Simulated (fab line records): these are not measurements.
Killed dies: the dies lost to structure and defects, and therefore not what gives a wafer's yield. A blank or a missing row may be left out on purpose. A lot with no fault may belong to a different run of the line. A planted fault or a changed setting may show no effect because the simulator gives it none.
Which of the tools did it? | flow n5 finfet | 11 lots, 33 wafers sampled, at 5 steps of a route of 1938

== WHAT EACH GAUGE READ, for each wafer ==
N5_BEOL_M14_THK_MEAS_01.
lot  | measured     | on            | M14_ILD_THK (nm)
L375 | day 10 19:41 | film metro-02 | 1104 1111 1132
L377 | day 11 06:55 | film metro-01 | 1108 1132 1128
L380 | day 12 05:35 | film metro-02 | 1125 1132 1112
L381 | day 12 12:04 | film metro-01 | 1111 1117 1133
L382 | day 13 13:44 | film metro-01 | 1106 1114 1126
L383 | day 13 20:50 | film metro-02 | 1125 1115 1135
L385 | day 14 15:54 | film metro-01 | 1105 1122 1117
L388 | day 15 04:20 | film metro-01 | 1107 1130 1131
L392 | day 16 01:31 | film metro-02 | 1108 1348 1117
L394 | day 16 12:16 | film metro-01 | 1098 1115 1383
L396 | day 16 16:25 | film metro-01 | 1098 1101 1119

== EACH LOT AND THE TOOL THAT RAN IT (in order: tool; ch and the chambers of the sampled wafers; start) ==
lot  | N5_BEOL_M13_SPUTTER_43       | N5_BEOL_M13_CMP_49            | N5_BEOL_M13_DEP_53              | N5_BEOL_M14_ILD_DEP_00
L375 | pvd sputter-02, day 10 18:16 | cmp-04 ch 0,1, day 10 19:03   | pecvd-02 ch 0,1, day 10 19:22   | pecvd-04 ch 0,2, day 10 19:29
L377 | pvd sputter-02, day 11 05:29 | cmp-01 ch 1,2,3, day 11 06:13 | pecvd-02 ch 0,2, day 11 06:35   | pecvd-04 ch 1,2, day 11 06:44
L380 | pvd sputter-02, day 12 03:51 | cmp-03 ch 0,1, day 12 04:52   | pecvd-01 ch 0,1, day 12 05:11   | pecvd-02 ch 0,2, day 12 05:24
L381 | pvd sputter-03, day 12 10:11 | cmp-01 ch 0,1,3, day 12 11:21 | pecvd-02 ch 0,2, day 12 11:43   | pecvd-04 ch 0,1,2, day 12 11:52
L382 | pvd sputter-03, day 13 12:15 | cmp-01 ch 0,1, day 13 13:04   | pecvd-03 ch 0,1,2, day 13 13:25 | pecvd-02 ch 1,2, day 13 13:33
L383 | pvd sputter-02, day 13 19:10 | cmp-04 ch 1,2,3, day 13 20:11 | pecvd-02 ch 1,2, day 13 20:31   | pecvd-03 ch 1,2, day 13 20:38
L385 | pvd sputter-03, day 14 14:25 | cmp-03 ch 0,1,3, day 14 15:13 | pecvd-01 ch 0,1,2, day 14 15:35 | pecvd-04 ch 0,1,2, day 14 15:43
L388 | pvd sputter-03, day 15 02:55 | cmp-03 ch 0,3, day 15 03:40   | pecvd-03 ch 0,1,2, day 15 04:01 | pecvd-04 ch 0,1, day 15 04:09
L392 | pvd sputter-01, day 16 00:07 | cmp-04 ch 0,2,3, day 16 00:50 | pecvd-01 ch 0,2, day 16 01:12   | pecvd-04 ch 1,2, day 16 01:20
L394 | pvd sputter-01, day 16 09:59 | cmp-04 ch 0,2,3, day 16 11:38 | pecvd-03 ch 1,2, day 16 11:56   | pecvd-04 ch 1,2, day 16 12:04
L396 | pvd sputter-01, day 16 14:59 | cmp-01 ch 1,2,3, day 16 15:44 | pecvd-01 ch 0,1,2, day 16 16:05 | pecvd-03 ch 0,2, day 16 16:13
- N5_BEOL_M13_SPUTTER_43: material TaN, target thk 15 nm, time 24.19 s.
- N5_BEOL_M13_CMP_49: polishes, stops on SiOC, t overpolish 17.1 s, target thk 420 nm.
- N5_BEOL_M13_DEP_53: deposits SiCN from 3MS/NH3, target thk 50 nm, time 17.8 s.
- N5_BEOL_M14_ILD_DEP_00: deposits SiO2 from TEOS/O2, target thk 1119.3 nm, time 237.4 s.

== THE ANSWER, worked out from the rows above alone ==
Rule: usual is defined by the lots themselves. The widest of any qualifying gaps counts: lots, ordered by their means at a reading, are off when they make up no more than a third of the lots, leave a main group of 4 or more, and stand apart from it by 3 or more times the standard deviation of that group's means. The tables above print the reading to a certain number of digits; a main group whose means all agree to those digits is not used. Also off: a lot with no number at a reading for which 4 or more lots have one. All remaining lots with rows at the step are treated as sound.
Off: at N5_BEOL_M14_THK_MEAS_01 (M14_ILD_THK), L392, L394. The main group has a mean of 1118 nm with a standard deviation of 5.7.
A tool fits if, at a process step before that reading, it ran every lot that is off, and no sound lot after the first of them. The gauges at N5_BEOL_M14_THK_MEAS_01 are tried like those tools. This does not decide it: 2 tools fit, namely cmp-04 at N5_BEOL_M13_CMP_49 and pecvd-04 at N5_BEOL_M14_ILD_DEP_00.

== WHAT THE SIMULATOR HAD INSERTED ==
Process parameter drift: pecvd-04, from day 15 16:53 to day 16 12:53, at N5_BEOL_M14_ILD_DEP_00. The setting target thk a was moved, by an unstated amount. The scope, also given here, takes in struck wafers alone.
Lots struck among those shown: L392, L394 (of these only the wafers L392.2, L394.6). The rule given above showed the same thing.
